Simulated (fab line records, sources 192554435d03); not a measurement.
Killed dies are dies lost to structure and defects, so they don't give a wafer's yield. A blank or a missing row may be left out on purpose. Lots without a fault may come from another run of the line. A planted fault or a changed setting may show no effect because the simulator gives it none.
Chamber matching | flow n5_finfet | N5_BEOL_M2_ETCHBACK_99 on rie_diel-05: 4 sister chambers
The step etches SiO2 in CHF3, target depth 5 nm, time 10.4 s. 4 wafers are shown with their chamber, then 11 later ones without.

WAFERS WITH THEIR CHAMBER
wafer  | chamber | showerhead_plenum_p_Torr (Torr)
L088.1 | 3       | 2.20
L088.2 | 0       | 2.21
L088.4 | 1       | 2.11
L089.1 | 2       | 2.07

WAFERS WITHOUT THEIR CHAMBER
wafer  | showerhead_plenum_p_Torr (Torr)
L089.3 | 2.20
L089.6 | 2.19
L091.4 | 2.19
L091.5 | 2.20
L091.6 | 2.10
L093.1 | 2.19
L093.4 | 2.07
L093.5 | 2.19
L097.1 | 2.20
L097.2 | 2.19
L097.6 | 2.19

WHICH CHAMBER EACH WENT THROUGH
wafer  | from the rows above     | in truth
L089.3 | can't be placed: 3 or 0 | 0
L089.6 | can't be placed: 3 or 0 | 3
L091.4 | can't be placed: 3 or 0 | 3
L091.5 | can't be placed: 3 or 0 | 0
L091.6 | 1                       | 1
L093.1 | can't be placed: 3 or 0 | 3
L093.4 | 2                       | 2
L093.5 | can't be placed: 3 or 0 | 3
L097.1 | can't be placed: 3 or 0 | 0
L097.2 | can't be placed: 3 or 0 | 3
L097.6 | can't be placed: 3 or 0 | 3
Placed correctly: 2 of 11. Can't be placed from these rows: 9 (the true chamber is among the candidates in 9). Placed wrongly: 0.
How it was worked out, from the rows above alone: a wafer's distance from a chamber is the root of the sum, over the readings, of the square of ((its reading less the chamber's mean) divided by the reading's scatter). The wafer belongs to the nearest chamber; if the next one is less than 2 further off, it can't be placed. A chamber's mean is the mean of its shown wafers. The scatter: with one shown wafer a chamber, the root of the mean of the squares of how far each hidden wafer lies from its nearest shown one.
